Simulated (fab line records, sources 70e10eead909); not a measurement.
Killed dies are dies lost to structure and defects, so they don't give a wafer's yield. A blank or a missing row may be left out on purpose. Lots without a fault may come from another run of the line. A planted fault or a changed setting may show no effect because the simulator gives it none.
One fault seen from 2 desks | flow nand_harc | each desk has only its own numbers; what lay behind them comes last

THE TOOL OWNER'S DESK: har_cap_etch-03
The tool's own readings at NHARC_A_CONTACT_ETCH_129 (etches the open film in C4F8/O2/Ar, time 155 s, target depth 956 nm): means of the sampled wafers that have a number, for each lot that ran on this tool. A lot is out of limits, marked OUT, if its mean lies more than 4 standard deviations from the usual mean; the brackets give that distance.
Columns: A = chamber_pressure_mTorr at NHARC_A_CONTACT_ETCH_129, usual 19.999 mTorr; B = oes_air_line_au at NHARC_A_CONTACT_ETCH_129, usual 1.001 a.u.
lot  | first seen here | A      | B
L552 | day 17 01:39    | 19.998 | 1.017
L556 | day 18 00:18    | 19.978 | 1.006
L558 | day 18 18:01    | 19.987 | 0.989
L569 | day 21 03:29    | 20.000 | 1.011
This desk's finding: nothing out of limits on any of the 4 lots.

THE METROLOGY DESK
What the gauges read, lot by lot, whatever tool the lot ran on: means of the sampled wafers that have a number. A lot is out of limits, marked OUT, if its mean lies more than 4 standard deviations from the usual mean; the brackets give that distance.
Columns: A = cd_nm at NHARC_A_CONTACT_CD_MEAS_80, usual 189.5 nm
lot  | first seen here | A
L552 | day 17 03:14    | 189.5
L556 | day 18 01:54    | 189.5
L558 | day 18 19:22    | 189.7
L559 | day 19 10:02    | 189.2
L562 | day 19 18:58    | 188.9
L567 | day 21 00:19    | 189.1
L566 | day 21 03:55    | 190.1
L569 | day 21 04:50    | 188.8
L568 | day 21 05:40    | 190.1
L570 | day 22 00:03    | 188.7
L572 | day 22 05:50    | 189.9
L571 | day 22 12:38    | 190.1
This desk's finding: nothing out of limits on any of the 12 lots.

PUT TOGETHER
The tool owner's desk saw nothing out of limits.
The metrology desk saw nothing out of limits.

WHAT THE SIMULATOR HAD PUT IN
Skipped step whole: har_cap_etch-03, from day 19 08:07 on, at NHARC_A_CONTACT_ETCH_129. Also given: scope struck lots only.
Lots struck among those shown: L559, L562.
